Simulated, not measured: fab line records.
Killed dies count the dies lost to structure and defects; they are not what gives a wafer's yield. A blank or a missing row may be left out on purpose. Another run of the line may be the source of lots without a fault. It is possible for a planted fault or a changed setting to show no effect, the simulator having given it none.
Problem report, 8D (eight disciplines) form, completed by code + flow n5_finfet + the parts of the form that need people (team, actions taken, sign-off) are left out

1. WHAT IS WRONG
Wafers without a fault read 1625.3 rpm, standard deviation 1; spin_speed_rpm at N5_BEOL_M13_COAT_04 reads a mean of 1573.6 rpm on 6 wafers belonging to 2 lots. That is -52 standard deviations from the usual mean.
The step: resist thk 400 nm.
First seen on wafer L133.1, day 18 04:50, on litho_track-04. Wafers with a number at this step in the record: 33, from 11 lots. Rule for "out", or "out of limits": more than 4 standard deviations from the usual mean. All remaining wafers that have a number are taken as sound.

2. WHAT IT IS, AND WHAT IT ISN'T
| question                    | is                     | is not                                                                    |
|-----------------------------|------------------------|---------------------------------------------------------------------------|
| which readings at this step | spin_speed_rpm         | dispense_pressure_kPa                                                     |
| which lots                  | L133, L134             | L116, L117, L120, L121, L122, L124, L128, L135, L137                      |
| which wafers of those lots  | all that have a number | -                                                                         |
| read on which tools         | litho_track-04         | litho_track-02, litho_track-03                                            |
| when                        | from day 18 04:50      | up to then (21 sound wafers); but 6 sound wafers of L135, L137 came after |

3. THE SUSPECTS, EACH WITH WHAT RULES IT OUT
Counting: a tool stays on the suspect list if, at a process step up to the reading, it processed all lots that are out and no sound lot following the first of them.
- rie_diel-03 at N5_BEOL_M12_ETCH_68 (etches SOC in N2/H2, time 285 s): kept. It processed each lot that is out, first L133 at day 18 00:46, and no sound lot thereafter; up to then, the last sound lot it processed was L128 at day 16 10:39.
- litho_track-04 at N5_BEOL_M13_COAT_04 (resist thk 400 nm): kept. It processed each lot that is out, first L133 at day 18 04:50, and no sound lot thereafter; up to then, the last sound lot it processed was L128 at day 16 17:01. Out on those wafers are its own readings of spin_speed_rpm.
After counting, rie_diel-03 at N5_BEOL_M12_ETCH_68 and litho_track-04 at N5_BEOL_M13_COAT_04 remain.

4. THE CAUSE (what the simulator had put in)
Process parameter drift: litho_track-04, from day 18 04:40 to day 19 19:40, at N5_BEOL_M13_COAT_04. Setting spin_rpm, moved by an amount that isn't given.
2 suspects survive the count, and this tool is in that group.

5. THE EFFECT CHAIN, in route order
Each row: a reading where the mean over the struck wafers with a number is more than 3 standard deviations away from the usual. Only readings for which the record gives a usual standard deviation are gone through. hours: the time from each lot's start at the first step in this table that gives one to its start at this step, as a median over the lots. sigmas: the change in usual standard deviations.
| hours | step                | reading        | usual      | on struck wafers | change | sigmas |
|-------|---------------------|----------------|------------|------------------|--------|--------|
| 0     | N5_BEOL_M13_COAT_04 | spin_speed_rpm | 1625.3 rpm | 1573.6           | -51.7  | -52    |
The process steps in it:
- N5_BEOL_M13_COAT_04: resist thk 400 nm.
At these later measuring or inspecting steps, every struck wafer for which the step has a row has a number for every such reading, and none has moved that far: N5_BEOL_M13_CD_MEAS_17.

6. HOW IT WOULD HAVE BEEN CAUGHT EARLIER
The fault began at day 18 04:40; the first out-of-limits reading in this record came at day 18 04:50, 0 hours later.
